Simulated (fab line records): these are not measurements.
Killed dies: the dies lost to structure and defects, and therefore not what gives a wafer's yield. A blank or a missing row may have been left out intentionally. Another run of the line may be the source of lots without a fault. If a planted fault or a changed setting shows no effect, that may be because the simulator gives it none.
The tool behind it: which one?    flow nand_harc    39 wafers sampled from 13 lots at 1 step of a route of 1302

WHAT THE GAUGES READ, wafer by wafer
NHARC_A_CONTACT_CD_MEAS_42: target cd 300 nm.
lot   measured      on         cd_nm (nm)
L420  day 21 22:58  cd_sem-03  298.9 298.6 299.2
L421  day 22 07:26  cd_sem-01  299.3 298.5 299.3
L422  day 22 15:35  cd_sem-02  298.6 299.1 298.3
L424  day 22 23:32  cd_sem-02  299.6 300.2 299.6
L423  day 23 00:25  cd_sem-01  298.7 299.4 300.2
L426  day 23 20:04  cd_sem-03  300.5 300.5 300.5
L428  day 24 21:16  cd_sem-01  300.6 299.9 299.4
L431  day 26 00:34  cd_sem-01  301.1 299.0 299.5
L433  day 27 07:19  cd_sem-03  298.9 299.4 299.0
L436  day 27 20:27  cd_sem-03  298.8 299.2 300.0
L439  day 29 02:47  cd_sem-03  300.1 298.7 300.1
L441  day 29 18:47  cd_sem-01  301.2 300.2 300.9
L443  day 30 22:49  cd_sem-01  301.5 299.5 299.5

TOOL THAT RAN EACH LOT (tool first, then ch and the chambers of the sampled wafers, then the start)
The record holds no process step before these readings.

WHAT THE TOOLS THEMSELVES READ (means of the sampled wafers that have a number; where no wafer has one, the mark that the record gives instead)
The record holds no such reading with a usual standard deviation.

THE ANSWER, worked out from the rows above alone
Rule: the usual values come from the lots themselves. The widest of any qualifying gaps counts: lots, ordered by their means at a reading, are off when they make up no more than a third of the lots, leave a main group of 4 or more, and stand apart from it by 3 or more times the standard deviation of that group's means. The tables above print the reading to a certain number of digits; a main group whose means all agree to those digits is not used. A lot without any number at a reading at which 4 lots or more have one is off too. The other lots that the step has rows for count as sound. First the gauges in route order, then the tools' own readings, where a lot's mean is used as printed above. At the first step where some lot is off, the reading lying furthest off is the one used; lots without a number count as furthest.
Nothing can be told from this: no lot is off at any reading shown.

WHAT WAS PUT IN BY THE SIMULATOR
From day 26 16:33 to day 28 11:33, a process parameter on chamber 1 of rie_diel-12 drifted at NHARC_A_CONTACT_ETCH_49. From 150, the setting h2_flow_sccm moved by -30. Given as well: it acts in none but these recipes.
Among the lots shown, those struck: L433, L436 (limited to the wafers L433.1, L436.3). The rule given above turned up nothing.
